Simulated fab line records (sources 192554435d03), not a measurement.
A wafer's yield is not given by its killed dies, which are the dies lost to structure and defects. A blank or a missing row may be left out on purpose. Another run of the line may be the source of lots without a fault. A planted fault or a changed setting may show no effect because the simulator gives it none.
fab line records -- flow n5_finfet
record lots=9, wafers=27, last_day=17
route steps=1938 shown SDB@364 HKMG_FIN@387 BEOL_M4@1111 PASSIVATION@1936
lots with no fault: from the same line, run without faults
start_h: hours from the record's opening day to when the first of the lot's shown wafers began -- wait_h: hours since the lot's step before -- " the same as in the row above -- L1.1+2: a row that stands for several wafers -- - value missing, or start not given -- * or withheld: withheld -- < > ~ a bound
route shown NAME@n: NAME is a module with steps in the file, n the number in the route of the first one -- usual: mean/standard deviation of fault-free wafers -- same: alike in all rows -- chamber/n: place in a boat -- sites: the reading at each site -- _std_site: standard deviation of those values -- _edge_site: mean of outer sites minus mean of inner sites -- radius_mm: for every site, how far away it sits from the centre of the wafer -- mask NAME#n: copy n -- behind: the tool/chamber that last shaped the wafer -- hold: why the lot was held/for how many hours/how that ended -- device: which transistor (n, p or np) failed to switch -- end of line: the same wafers' tests at the end of the route -- for a step that has no rows: nothing shown but its recipe -- killed: at the first sort, the dies lost to defects and structure; wafer yield is something else -- map: shows each die of a wafer: x if killed, . if not, _ if none is there
set.NAME: the run value of the setting; set.NAME@STEP: its run value at that earlier step -- model.NAME: the simulator's own value behind a step, which no gauge read
steps of the route over a sample of lots; a table a step, a row a wafer
services: the hour from which a tool's chamber was out of use, counted from the record's first day as start_h (under 0 if before that day), plus the number of hours and why
## steps
# step N5_SDB_HM_OPEN_20
# recipe chemistry=CH3F/O2, target=SiNx, mask_material=SOC, target_depth_a=240, stop_on=poly-Si, over_etch_frac=0.4, ion_energy_ev=120, pressure_mtorr=30, source_w=395, bias_w=73, Ar_flow_sccm=150, CH3F_flow_sccm=30, O2_flow_sccm=20
# usual drypump_motor_current_A=5.6/0.47, oes_product_au=0.66/0.071, rf_vpp_V=294/5, showerhead_plenum_p_Torr=2.01/0.075, throttle_valve_pct=16.38/0.26
lot.wafer,tool,chamber,start_h,wait_h,drypump_motor_current_A,oes_product_au,rf_hours_counter_h,rf_vpp_V,showerhead_plenum_p_Torr,throttle_valve_pct
L137.1,rie_diel-06,2,78.20,0.0,5.5,0.60,172,288,2.08,16.71
L137.3,rie_diel-06,0,78.20,0.0,5.7,0.73,19,297,2.14,16.10
L137.5,rie_diel-06,2,78.20,0.0,5.5,0.61,-,286,2.08,16.71
L138.2,rie_diel-06,1,82.22,0.0,6.3,0.55,240,299,1.97,16.48
L138.3,rie_diel-06,0,82.22,0.0,5.7,0.73,22,296,2.14,16.12
L138.4,rie_diel-06,2,82.22,0.0,5.5,0.61,174,286,2.07,16.71
L139.1,rie_diel-01,1,90.93,0.0,5.0,0.61,144,299,1.93,16.75
L139.3,rie_diel-01,0,90.93,0.0,4.7,0.60,169,293,1.98,16.15
L139.5,rie_diel-01,1,90.93,0.0,5.0,0.62,-,299,1.93,16.76
L142.1,rie_diel-02,1,109.57,0.0,6.3,0.66,124,288,1.95,16.21
L142.5,rie_diel-02,0,109.57,0.0,5.5,0.79,-,289,2.15,16.23
L142.6,rie_diel-02,3,109.57,0.0,6.1,0.58,-,292,1.97,16.62
L143.1,rie_diel-01,1,115.20,0.0,5.0,0.62,154,300,1.93,16.75
L143.4,rie_diel-01,3,115.20,0.0,5.4,0.76,16,304,1.96,16.09
L143.6,rie_diel-01,2,115.20,0.0,6.2,0.58,-,295,2.06,16.59
L146.2,rie_diel-06,0,133.48,0.0,5.7,0.70,42,294,2.13,16.15
L146.3,rie_diel-06,1,133.48,0.0,6.3,0.79,1,299,1.96,16.00
L146.6,rie_diel-06,0,133.48,0.0,5.7,0.71,-,296,2.13,16.14
L151.2,rie_diel-01,1,161.52,0.0,5.0,0.60,171,301,1.92,16.80
L151.5,rie_diel-01,0,161.52,0.0,4.7,0.61,-,293,1.97,16.20
L151.6,rie_diel-01,1,161.52,0.0,5.0,0.60,-,297,1.92,16.79
L156.1,rie_diel-02,1,191.31,0.0,6.3,0.64,153,287,1.94,16.25
L156.2,rie_diel-02,3,191.31,0.0,6.1,0.76,7,293,1.96,16.20
L156.3,rie_diel-02,0,191.31,0.0,5.5,0.70,41,290,2.14,16.30
L158.2,rie_diel-01,2,202.50,0.0,6.2,0.73,14,295,2.05,16.17
L158.4,rie_diel-01,0,202.50,0.0,4.7,0.60,210,291,1.96,16.21
L158.5,rie_diel-01,1,202.50,0.0,5.0,0.59,-,298,1.92,16.82
# step N5_HKMG_FIN_HK_ANNEAL_02
# recipe temp_c=700, time_s=30, ambient=N2, idle_temp_c=600, ramp_up_c_per_s=150, ramp_down_c_per_s=60, cool_to_c=600
# usual lamp_power_pct=8.80/0.054, lamp_zone_3_pct=8.800/0.0098, wafer_temp_C_max=702.9/0.64
lot.wafer,tool,chamber,start_h,wait_h,lamp_power_pct,lamp_zone_3_pct,wafer_temp_C_max
L137.1,rtp_anneal-02,0,85.35,0.1,8.80,8.804,702.9
L137.3,rtp_anneal-02,0,85.35,0.1,8.79,8.788,702.3
L137.5,rtp_anneal-02,0,85.35,0.1,8.82,8.822,702.7
L138.2,rtp_anneal-01,0,86.67,0.1,8.82,8.808,702.3
L138.3,rtp_anneal-01,0,86.67,0.1,8.83,8.795,701.7
L138.4,rtp_anneal-01,0,86.67,0.1,8.92,8.783,704.2
L139.1,rtp_anneal-02,0,95.78,0.1,8.79,8.799,702.8
L139.3,rtp_anneal-02,0,95.78,0.1,8.82,8.799,703.3
L139.5,rtp_anneal-02,0,95.78,0.1,8.78,8.809,702.0
L142.1,rtp_anneal-02,0,114.89,0.1,8.78,8.800,702.0
L142.5,rtp_anneal-02,0,114.89,0.1,8.76,8.785,702.8
L142.6,rtp_anneal-02,0,114.89,0.1,8.82,8.790,702.9
L143.1,rtp_anneal-02,0,119.70,0.1,8.70,8.804,703.5
L143.4,rtp_anneal-02,0,119.70,0.1,8.83,8.800,702.7
L143.6,rtp_anneal-02,0,119.70,0.1,8.78,8.785,703.7
L146.2,rtp_anneal-01,0,138.12,0.2,8.85,8.798,703.2
L146.3,rtp_anneal-01,0,138.12,0.2,8.75,8.806,703.8
L146.6,rtp_anneal-01,0,138.12,0.2,8.85,8.811,702.6
L151.2,rtp_anneal-01,0,166.12,0.2,8.82,8.795,701.9
L151.5,rtp_anneal-01,0,166.12,0.2,8.83,8.813,704.2
L151.6,rtp_anneal-01,0,166.12,0.2,8.74,8.818,703.4
L156.1,rtp_anneal-01,0,195.96,0.2,8.80,8.804,703.2
L156.2,rtp_anneal-01,0,195.96,0.2,8.80,8.796,703.3
L156.3,rtp_anneal-01,0,195.96,0.2,8.79,8.806,702.1
L158.2,rtp_anneal-02,0,207.99,0.1,8.94,8.796,703.5
L158.4,rtp_anneal-02,0,207.99,0.1,8.79,8.798,702.7
L158.5,rtp_anneal-02,0,207.99,0.1,8.74,8.813,702.6
# step N5_HKMG_FIN_ETCH_55
# recipe chemistry=N2/H2, target=SOC, target_depth_a=2400, temp_c=40, time_s=300, ion_energy_ev=200, mask_material=SiARC, pressure_mtorr=30, source_w=840, bias_w=150, n2_flow_sccm=200, h2_flow_sccm=200
# usual drypump_motor_current_A=5.6/0.49, h2_flow_sccm=200.0/0.6, oes_product_au=0.82/0.1, rf_vpp_V=524.0/2.4, showerhead_plenum_p_Torr=2.55/0.089, throttle_valve_pct=17.9/0.32
lot.wafer,tool,chamber,start_h,wait_h,drypump_motor_current_A,h2_flow_sccm,oes_product_au,rf_hours_counter_h,rf_vpp_V,showerhead_plenum_p_Torr,throttle_valve_pct
L137.1,rie_diel-01,2,86.46,0.0,6.2,200.3,0.69,228,527.6,2.61,18.0
L137.3,rie_diel-01,3,86.46,0.0,5.4,199.5,0.97,5,523.9,2.47,17.6
L137.5,rie_diel-01,3,86.46,0.0,5.4,200.6,0.97,-,523.0,2.47,17.6
L138.2,rie_diel-01,2,87.77,0.0,6.2,200.1,0.70,229,525.2,2.61,18.0
L138.3,rie_diel-01,1,87.77,0.0,5.0,200.2,0.76,143,522.9,2.46,18.4
L138.4,rie_diel-01,3,87.77,0.0,5.4,200.2,0.99,5,522.3,2.47,17.6
L139.1,rie_diel-06,1,96.76,0.0,6.2,200.1,0.67,246,522.9,2.49,17.9
L139.3,rie_diel-06,2,96.76,0.0,5.6,200.7,0.73,179,526.8,2.64,18.3
L139.5,rie_diel-06,1,96.76,0.0,6.3,199.3,0.67,-,522.5,2.49,17.9
L142.1,rie_diel-06,0,115.98,0.0,5.7,199.2,0.91,34,528.7,2.70,17.6
L142.5,rie_diel-06,3,115.98,0.0,5.6,199.9,0.85,-,521.4,2.48,17.9
L142.6,rie_diel-06,2,115.98,0.0,5.5,199.6,0.72,-,527.3,2.64,18.3
L143.1,rie_diel-02,0,120.53,0.0,5.5,200.0,0.95,15,527.1,2.71,17.8
L143.4,rie_diel-02,0,120.53,0.0,5.5,200.6,0.95,-,528.3,2.71,17.8
L143.6,rie_diel-02,3,120.53,0.0,6.1,200.2,0.69,-,525.3,2.49,18.0
L146.2,rie_diel-06,3,139.02,0.0,5.6,200.5,0.84,76,521.6,2.47,17.9
L146.3,rie_diel-06,1,139.02,0.0,6.3,200.7,1.01,2,522.3,2.49,17.4
L146.6,rie_diel-06,2,139.02,0.0,5.6,199.6,0.72,-,526.6,2.63,18.4
L151.2,rie_diel-06,0,166.90,0.0,5.7,199.4,1.16,55,528.5,2.69,17.6
L151.5,rie_diel-06,1,166.90,0.0,6.3,200.0,1.26,-,522.2,2.49,17.5
L151.6,rie_diel-06,2,166.90,0.0,5.5,199.3,0.93,-,525.7,2.63,18.4
L156.1,rie_diel-01,3,196.89,0.0,5.4,199.7,0.89,39,522.2,2.46,17.6
L156.2,rie_diel-01,2,196.89,0.0,6.2,199.8,0.93,12,525.4,2.59,17.6
L156.3,rie_diel-01,0,196.89,0.0,4.7,199.4,0.71,208,522.0,2.53,17.8
L158.2,rie_diel-01,3,208.77,0.0,5.4,199.1,0.87,43,522.4,2.46,17.6
L158.4,rie_diel-01,2,208.77,0.0,6.2,199.6,0.92,16,525.7,2.59,17.7
L158.5,rie_diel-01,0,208.77,0.0,4.7,200.1,0.71,-,524.5,2.53,17.8
# step N5_HKMG_FIN_STRIP_57
# recipe chemistry=CF4, resist=SiARC, power_w=300, bias_power_w=75, pressure_mtorr=50, cf4_flow_sccm=150, rf_frequency_hz=6e+07
# usual drypump_motor_current_A=5.6/0.49, oes_product_au=0.80/0.092, rf_vpp_V=271.2/1.4, showerhead_plenum_p_Torr=1.79/0.058, throttle_valve_pct=13.58/0.27
lot.wafer,tool,chamber,start_h,wait_h,drypump_motor_current_A,oes_product_au,rf_hours_counter_h,rf_vpp_V,showerhead_plenum_p_Torr,throttle_valve_pct
L137.1,rie_diel-01,2,86.65,0.0,6.2,0.70,228,273.5,1.85,13.87
L137.3,rie_diel-01,3,86.65,0.0,5.4,0.96,5,269.1,1.77,13.25
L137.5,rie_diel-01,3,86.65,0.0,5.4,0.96,-,270.3,1.77,13.25
L138.2,rie_diel-01,2,87.96,0.0,6.2,0.69,229,273.6,1.85,13.86
L138.3,rie_diel-01,1,87.96,0.0,5.0,0.75,143,269.7,1.72,13.86
L138.4,rie_diel-01,3,87.96,0.0,5.3,0.96,5,269.6,1.77,13.24
L139.1,rie_diel-06,1,96.95,0.0,6.3,0.66,246,270.8,1.77,13.83
L139.3,rie_diel-06,2,96.95,0.0,5.5,0.72,179,273.1,1.84,13.90
L139.5,rie_diel-06,1,96.95,0.0,6.3,0.66,-,270.2,1.77,13.83
L142.1,rie_diel-06,0,116.17,0.0,5.7,0.87,34,273.0,1.89,13.25
L142.5,rie_diel-06,3,116.17,0.0,5.6,0.81,-,270.0,1.73,13.51
L142.6,rie_diel-06,2,116.17,0.0,5.6,0.71,-,272.8,1.84,13.89
L143.1,rie_diel-02,0,120.72,0.0,5.5,0.91,15,273.5,1.90,13.29
L143.4,rie_diel-02,0,120.72,0.0,5.5,0.93,-,272.3,1.90,13.31
L143.6,rie_diel-02,3,120.72,0.0,6.1,0.69,-,270.3,1.77,13.97
L146.2,rie_diel-06,3,139.21,0.0,5.5,0.81,77,270.3,1.73,13.53
L146.3,rie_diel-06,1,139.21,0.0,6.2,0.97,2,270.5,1.77,13.26
L146.6,rie_diel-06,2,139.21,0.0,5.5,0.71,-,272.2,1.84,13.93
L151.2,rie_diel-06,0,167.09,0.0,5.7,0.83,55,273.1,1.88,13.31
L151.5,rie_diel-06,1,167.09,0.0,6.2,0.92,-,269.5,1.77,13.31
L151.6,rie_diel-06,2,167.09,0.0,5.5,0.70,-,272.7,1.83,13.95
L156.1,rie_diel-01,3,197.08,0.0,5.4,0.88,39,269.8,1.76,13.34
L156.2,rie_diel-01,2,197.08,0.0,6.2,0.92,12,271.4,1.84,13.37
L156.3,rie_diel-01,0,197.08,0.0,4.7,0.72,208,270.2,1.78,13.63
L158.2,rie_diel-01,3,208.96,0.0,5.4,0.86,43,270.7,1.76,13.34
L158.4,rie_diel-01,2,208.96,0.0,6.2,0.92,16,271.6,1.84,13.38
L158.5,rie_diel-01,0,208.96,0.0,4.7,0.72,-,270.3,1.78,13.63
# step N5_BEOL_M4_RC_MEAS_101
# usual DIBL_N=36.8/1.5, DIBL_P=37.1/2.1, IOFF_N=0.168/0.03, IOFF_P=0.22/0.034, ION_N=679/12, ION_P=466/8, SS_N=71.7/0.58, SS_P=73.5/0.67, VT_N=248.8/2.7, VT_P=-250/3.3
lot.wafer,tool,chamber,start_h,wait_h,DIBL_N[mV/V],DIBL_P[mV/V],IOFF_N[nA/um],IOFF_P[nA/um],ION_N[uA/um],ION_P[uA/um],SS_N[mV/dec],SS_P[mV/dec],VT_N[mV],VT_P[mV]
L139.1,prober-02,0,179.56,0.0,36.4,37.5,0.165,0.22,677,468,71.8,72.7,247.4,-253
L139.3,prober-02,0,179.56,0.0,38.7,40.5,0.200,0.27,687,468,72.6,74.0,246.2,-247
L139.5,prober-02,0,179.56,0.0,36.0,37.8,0.152,0.23,679,468,71.0,72.7,251.6,-246
L137.1,prober-01,0,181.48,0.0,37.0,36.1,0.146,0.19,678,461,71.5,73.5,249.8,-253
L137.3,prober-01,0,181.48,0.0,36.9,36.0,0.146,0.20,675,462,70.6,72.9,247.4,-249
L137.5,prober-01,0,181.48,0.0,37.1,36.1,0.148,0.20,672,461,70.9,73.4,248.0,-250
L138.2,prober-02,0,181.93,0.2,36.8,36.8,0.162,0.26,690,482,71.3,73.5,248.8,-246
L138.3,prober-02,0,181.93,0.2,37.9,38.8,0.184,0.29,689,479,71.8,74.2,249.6,-242
L138.4,prober-02,0,181.93,0.2,37.9,37.6,0.190,0.26,704,486,71.9,73.5,246.3,-246
L142.1,prober-02,0,207.27,0.0,39.4,37.8,0.201,0.25,695,471,71.9,74.3,248.2,-249
L142.5,prober-02,0,207.27,0.0,37.6,36.6,0.169,0.23,684,466,72.0,73.3,250.7,-246
L142.6,prober-02,0,207.27,0.0,37.8,37.7,0.178,0.25,695,478,72.0,73.8,247.1,-243
L143.1,prober-02,0,211.98,0.0,38.5,38.9,0.202,0.22,682,455,72.4,74.0,246.2,-250
L143.4,prober-02,0,211.98,0.0,35.3,36.3,0.153,0.19,678,466,72.1,73.2,250.0,-253
L143.6,prober-02,0,211.98,0.0,37.8,39.0,0.204,0.24,696,467,72.0,74.1,245.2,-249
L146.2,prober-01,0,237.39,0.2,35.2,34.7,0.149,0.19,680,466,71.2,73.7,248.8,-253
L146.3,prober-01,0,237.39,0.2,34.9,33.7,0.131,0.18,663,459,71.7,73.0,252.6,-254
L146.6,prober-01,0,237.39,0.2,33.5,31.6,0.115,0.15,658,449,71.1,72.5,254.1,-255
L151.2,prober-01,0,262.98,0.2,37.2,37.4,0.178,0.23,690,467,71.8,72.4,245.2,-249
L151.5,prober-01,0,262.98,0.2,38.1,38.0,0.182,0.25,689,470,71.6,73.9,247.6,-247
L151.6,prober-01,0,262.98,0.2,35.6,35.5,0.146,0.20,683,468,70.7,72.7,251.3,-249
L156.1,prober-02,0,288.14,0.0,39.5,39.8,0.233,0.28,712,478,71.8,74.5,244.4,-247
L156.2,prober-02,0,288.14,0.0,36.3,36.0,0.149,0.21,687,472,71.4,73.2,250.9,-249
L156.3,prober-02,0,288.14,0.0,37.7,37.7,0.182,0.23,695,476,72.2,73.2,248.9,-250
L158.2,prober-01,0,314.67,0.2,37.7,38.6,0.167,0.25,676,467,71.3,73.1,249.5,-246
L158.4,prober-01,0,314.67,0.2,38.0,37.2,0.171,0.22,680,469,71.0,72.6,249.2,-248
L158.5,prober-01,0,314.67,0.2,35.4,34.7,0.135,0.18,667,455,71.3,72.9,252.4,-251
# step N5_PASSIVATION_PROBE_49
# usual defect_limited_yield=91.0/1.5, killed_at_M0_to_M3=34/11, killed_at_M4_up=14/5.3, killed_at_contacts=13/7, killed_at_front_end=41/13, killed_at_other=4/3.1, killed_dies=106/17, killed_on_rim=14/3.9, killed_open=70/12, killed_short=35/8, sort_bin_5_function=5.2/0.98, sort_bin_6_memory=3.4/0.69, sort_n_pass=1074/17, sort_yield_pct=91.0/1.5
# same gross_dies=1180, killed_at_back_side=0, sort_bin_4_leakage[%]=0, sort_bin_8_speed[%]=0
lot.wafer,tool,chamber,start_h,wait_h,defect_limited_yield[%],killed_at_M0_to_M3,killed_at_M4_up,killed_at_contacts,killed_at_front_end,killed_at_other,killed_dies,killed_on_rim,killed_open,killed_short,sort_bin_5_function[%],sort_bin_6_memory[%],sort_n_pass,sort_yield_pct[%]
L142.1,prober-02,-,301.94,0.0,90.2,48,7,8,49,4,116,13,76,40,5.9,3.6,1064,90.2
L142.5,prober-02,-,302.14,0.2,91.8,23,23,27,22,2,97,14,72,24,5.8,2.2,1083,91.8
L142.6,prober-02,-,302.19,0.3,90.0,37,16,16,46,3,118,16,80,38,5.6,3.9,1062,90.0
L143.1,prober-02,-,307.90,0.0,92.6,30,14,12,30,1,87,14,58,24,3.7,3.1,1093,92.6
L143.4,prober-02,-,308.05,0.2,91.6,31,14,24,30,0,99,12,72,27,4.3,4.0,1081,91.6
L143.6,prober-02,-,308.15,0.3,89.2,35,18,15,58,1,127,15,85,42,6.2,4.2,1053,89.2
L151.2,prober-02,-,368.26,0.1,90.9,32,12,8,51,4,107,14,61,46,5.5,3.1,1073,90.9
L151.5,prober-02,-,368.41,0.2,90.9,35,7,15,47,3,107,15,76,31,5.3,3.6,1073,90.9
L151.6,prober-02,-,368.46,0.3,91.7,26,8,6,54,4,98,16,57,41,4.8,3.0,1082,91.7
# killed by level:class
L142.1 STI_FIN_REVEAL:geometric_particle:open=13 FIN_SAQP:geometric_particle:open=12 BEOL_M2:geometric_particle:open=12 BEOL_M0_SAQP:geometric_particle:short=11 GATE_CUT:geometric_particle:short=8 BEOL_M0_SAQP:geometric_particle:open=6 BEOL_M1:geometric_particle:open=6 BEOL_M4:geometric_particle:open=6
L142.5 MOL_CONTACT_COAG:geometric_particle:open=22 BEOL_M4:geometric_particle:open=13 STI_FIN_REVEAL:geometric_particle:open=9 BEOL_M2:geometric_particle:open=7 BEOL_M3:geometric_particle:open=6 FIN_SAQP:geometric_particle:short=5 MOL_CONTACT_COAG:geometric_particle:short=5 BEOL_M4:geometric_particle:short=4
L142.6 STI_FIN_REVEAL:geometric_particle:open=20 BEOL_M2:geometric_particle:open=14 MOL_CONTACT_COAG:geometric_particle:open=11 BEOL_M4:geometric_particle:open=9 BEOL_M0_SAQP:geometric_particle:open=7 GATE_CUT:geometric_particle:short=5 MOL_CONTACT_COAG:geometric_particle:short=5 FIN_SAQP:geometric_particle:short=4
L143.1 MOL_CONTACT_COAG:geometric_particle:open=10 BEOL_M0_SAQP:geometric_particle:open=8 BEOL_M0_SAQP:geometric_particle:short=6 BEOL_M3:geometric_particle:open=6 FIN_SAQP:geometric_particle:open=5 STI_FIN_REVEAL:geometric_particle:open=5 BEOL_M2:geometric_particle:open=5 BEOL_M4:geometric_particle:open=4
L143.4 MOL_CONTACT_COAG:geometric_particle:open=18 BEOL_M0_SAQP:geometric_particle:open=9 FIN_SAQP:geometric_particle:open=7 MOL_CONTACT_COAG:geometric_particle:short=6 BEOL_M0_SAQP:geometric_particle:short=6 BEOL_M1:geometric_particle:open=6 BEOL_M4:geometric_particle:open=6 BEOL_M2:geometric_particle:open=5
L143.6 STI_FIN_REVEAL:geometric_particle:open=26 MOL_CONTACT_COAG:geometric_particle:open=14 BEOL_M1:geometric_particle:open=10 BEOL_M0_SAQP:geometric_particle:short=10 STI_FIN_REVEAL:geometric_particle:short=5 BEOL_M0_SAQP:geometric_particle:open=5 FIN_SAQP:geometric_particle:short=4 GATE_CUT:geometric_particle:short=4
L151.2 FIN_SAQP:geometric_particle:short=13 FIN_SAQP:geometric_particle:open=10 STI_FIN_REVEAL:geometric_particle:open=10 MOL_CONTACT_COAG:geometric_particle:open=6 BEOL_M0_SAQP:geometric_particle:open=6 BEOL_M4:geometric_particle:open=6 BEOL_M3:geometric_particle:open=5 BEOL_M0_SAQP:geometric_particle:short=5
L151.5 FIN_SAQP:geometric_particle:open=16 MOL_CONTACT_COAG:geometric_particle:open=15 BEOL_M1:geometric_particle:open=10 BEOL_M2:geometric_particle:open=9 ILD0:geometric_particle:short=7 FIN_SAQP:geometric_particle:short=5 GATE_CUT:geometric_particle:short=5 BEOL_M0:geometric_particle:open=4
L151.6 FIN_SAQP:geometric_particle:short=11 FIN_SAQP:geometric_particle:open=9 STI_FIN_REVEAL:geometric_particle:open=7 MOL_CONTACT_COAG:geometric_particle:open=5 BEOL_M3:geometric_particle:open=5 ILD0:geometric_particle:short=4 ILD0:geometric_particle:open=4 BEOL_M1:geometric_particle:open=4
## services
tool,chamber,start_h,hours,kind
rie_diel-01,3,59.97,1.7,repair
rie_diel-01,3,61.78,-,clean
rie_diel-01,3,61.78,-,consumable_replace:focus_ring
rie_diel-01,3,61.78,14.4,scheduled_down
rie_diel-01,3,61.78,14.4,vent_cycle
rie_diel-02,0,66.19,-,clean
rie_diel-02,0,66.19,-,consumable_replace:focus_ring
rie_diel-02,0,66.19,-,consumable_replace:showerhead
rie_diel-02,0,66.19,18.1,scheduled_down
rie_diel-02,0,66.19,18.1,vent_cycle
rie_diel-02,-,72.54,11.6,repair
rtp_anneal-01,-,81.37,3.6,pm
rie_diel-02,2,96.77,1.5,repair
rie_diel-06,1,109.69,-,clean
rie_diel-06,1,109.69,-,consumable_replace:focus_ring
rie_diel-06,1,109.69,20.6,scheduled_down
rie_diel-06,1,109.69,20.6,vent_cycle
rie_diel-01,3,130.35,4.5,repair
rie_diel-01,2,147.45,-,clean
rie_diel-01,2,147.45,-,consumable_replace:focus_ring
rie_diel-01,2,147.45,14.8,scheduled_down
rie_diel-01,2,147.45,14.8,vent_cycle
rie_diel-01,-,148.96,0.1,repair
rie_diel-02,1,158.46,5.5,repair
## key
first_sign step=N5_HKMG_FIN_ETCH_55, reading=oes_product_au, direction=up, sigmas=2.9, usual=0.82, struck=1.12
effect none on later readings
met_at N5_HKMG_FIN_ETCH_55
struck_lots L151
not_acting_at N5_SDB_HM_OPEN_20,N5_HKMG_FIN_HK_ANNEAL_02,N5_HKMG_FIN_STRIP_57
onset_between 139.02 166.90
fault kind=process_parameter_drift, tool=rie_diel-06, chamber=-, onset_h=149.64, steps=N5_HKMG_FIN_ETCH_55, channel=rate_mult, offset=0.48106, shape=step, end_h=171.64
